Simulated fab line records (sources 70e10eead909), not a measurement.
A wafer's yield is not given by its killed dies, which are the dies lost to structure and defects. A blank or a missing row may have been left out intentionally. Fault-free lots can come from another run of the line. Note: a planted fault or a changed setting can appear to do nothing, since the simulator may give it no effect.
8D (eight disciplines) problem report, filled in by code	flow nand_harc	the parts of the form that need people (team, actions taken, sign-off) are left out

== 1. PROBLEM STATEMENT ==
At NHARC_A_BLC_ETCH_16, oes_product_au averages 0.830 a.u. over 3 wafers from 3 lots, while fault-free wafers read 1.005 a.u., standard deviation 0.011. Measured from the usual mean, that is -16 standard deviations.
The step: etches the open film in CF4, target depth 39 nm, time 65 s.
Earliest sighting: wafer L890.2 on rie_diel-04 at day 22 13:29. Wafers with a number at this step in the record: 43, from 15 lots. By rule, "out" or "out of limits" means more than 4 standard deviations away from the usual mean. The rest of the wafers with a number are treated as sound.

== 2. WHAT IT IS, AND WHAT IT ISN'T ==
question	is	is not
which readings at this step	oes_product_au	drypump_motor_current_A, rf_vpp_V, showerhead_plenum_p_Torr, throttle_valve_pct
which lots	L888, L889, L890	L867, L868, L870, L871, L872, L873, L874, L875, L876, L877, L878, L882
which wafers of those lots	L888.5, L889.2, L890.2	L888.1, L889.3, L890.4, L890.6
read on which tools	rie_diel-04	rie_diel-02
when	from day 22 13:29	up to then (38 sound wafers); but 2 sound wafers of L888, L889 came after

== 3. WHAT RULES OUT EACH SUSPECT ==
Counting: a tool at a process step up to the reading stays a suspect if it ran every lot that is out. Sound lots after the first of them don't rule it out here, since some wafers of a struck lot are sound.
- rie_diel-04 at NHARC_A_BLC_ETCH_16 (etches the open film in CF4, target depth 39 nm, time 65 s): kept. It ran every lot that is out, first L890 (day 22 13:29); its last sound lot up to then is L882 (day 20 03:10). Its own readings are out on those wafers: oes_product_au.
- Within rie_diel-04 at NHARC_A_BLC_ETCH_16: the wafers that are out ran in chambers 0, 2; their sound lot-mates ran in chambers 1, 3.
Remaining after the count: rie_diel-04 at NHARC_A_BLC_ETCH_16.

== 4. THE CAUSE (what the simulator had put in) ==
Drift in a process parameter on rie_diel-04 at NHARC_A_BLC_ETCH_16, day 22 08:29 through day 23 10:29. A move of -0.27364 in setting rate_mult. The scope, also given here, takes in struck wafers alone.
Counting left only this tool.

== 5. THE CHAIN OF EFFECTS, in route order ==
Each row: a reading whose mean over the struck wafers that have a number lies more than 3 standard deviations from the usual. Only readings whose record carries a usual standard deviation are examined. hours: median over the lots of the time between each lot's start at the first step of this table that gives one and its start at this step. sigmas: the change, counted in usual standard deviations.
hours	step	reading	usual	on struck wafers	change	sigmas
0	NHARC_A_BLC_ETCH_16	oes_product_au	1.005 a.u.	0.830	-0.175	-16
It contains these process steps:
- NHARC_A_BLC_ETCH_16: etches the open film in CF4, target depth 39 nm, time 65 s.

== 6. HOW IT WOULD HAVE BEEN CAUGHT EARLIER ==
In this record the first reading out of limits was taken at day 22 13:29, 5 hours after the fault began at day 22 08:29.
